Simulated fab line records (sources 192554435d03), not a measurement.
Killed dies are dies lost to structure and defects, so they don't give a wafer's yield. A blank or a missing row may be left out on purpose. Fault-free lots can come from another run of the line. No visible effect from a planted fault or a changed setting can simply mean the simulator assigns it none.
A struck lot beside a sound one | flow n5_finfet | 14 out of 1938 route steps
Sound: wafers L841.1, L841.4, L841.6. The struck wafers were L847.1, L847.3, L847.4. The cause is given at the end.
Each step with rows lists, per side, the tool, then ch with its chambers, then its first start. Under that, the readings that differ: sound wafers | struck wafers | difference of the means | sigmas: that difference in standard deviations of wafers without a fault.
alike: words and numbers the same on both sides, and readings whose means are apart by under 2 such deviations; not compared: readings that were withheld, readings missing a value for some wafer, numbers with overlapping values and no deviation given by the record, and bounds like >300 which may hide the same value.
The two part at a step that has a row with sigmas, a row that says differs or no value, or rows on one side only. Numbers that have no deviation but don't overlap get no sigmas and don't part them. A reading that every wafer of one side lacks parts them only if that side has two wafers or more.

N5_BEOL_M15_STRIP_63: strips in O2.
  sound: rie_diel-02 ch 2,3; struck: rie_diel-05 ch 0,1,3
  alike: chamber_pressure_mTorr, drypump_motor_current_A, oes_product_au, rf_vpp_V, showerhead_plenum_p_Torr, throttle_valve_pct
  not compared: rf_hours_counter_h
N5_BEOL_M15_STRIP_64: strips in O2.
  sound: rie_diel-02 ch 2,3; struck: rie_diel-05 ch 0,1,3
  alike: chamber_pressure_mTorr, drypump_motor_current_A, oes_product_au, rf_vpp_V, showerhead_plenum_p_Torr, throttle_valve_pct
  not compared: rf_hours_counter_h
then, 2 steps without rows for these wafers: N5_BEOL_M15_STRIP_65 (strips in post etch residue remover, time 60 s); N5_BEOL_M15_SRD_66 (time 30 s, dry time 30 s).
N5_BEOL_M15_CD_MEAS_17: target cd 360 nm.
  sound: cd_sem-01 at day 18 02:42; struck: cd_sem-03 at day 19 13:20
  alike: cd_nm
then, 1 step without rows for these wafers: N5_BEOL_M15_COAT_56 (time 60 s, resist thk 550 nm).
N5_BEOL_M15_ETCH_57: etches SOC in N2/H2, time 750 s.
  sound on rie_diel-05 ch 0,1,2, day 18 02:59; struck on rie_diel-02 ch 1,2,3, day 19 13:31
  alike: chamber_pressure_mTorr, drypump_motor_current_A, oes_product_au, rf_vpp_V, showerhead_plenum_p_Torr, throttle_valve_pct
  not compared: rf_hours_counter_h
then, 5 steps without rows for these wafers: N5_BEOL_M15_COAT_60 (time 60 s, resist thk 89 nm); N5_BEOL_M15_COAT_22 (resist thk 800 nm); N5_BEOL_M15_EBR_24; N5_BEOL_M15_SOFTBAKE_23 (time 60 s); N5_BEOL_M15_EXPOSE_25 (exposes mask M15, target cd 400 nm).
N5_BEOL_M15_PEB_26: peb time 90 s.
  sound on litho_track-05 ch 0, day 18 03:38; struck on litho_track-01, day 19 14:10
  no value came back on the struck wafers for chill_plate_temp_C (C), exhaust_pa (Pa); on the sound wafers chill_plate_temp_C (C) reads 22.99 22.75 22.95
then, 1 step without rows for these wafers: N5_BEOL_M15_DEVELOP_27 (develop time 45 s).

## WHERE THEY PART
Only at N5_BEOL_M15_PEB_26, as far as this record shows.

WHY: what the simulator had put in
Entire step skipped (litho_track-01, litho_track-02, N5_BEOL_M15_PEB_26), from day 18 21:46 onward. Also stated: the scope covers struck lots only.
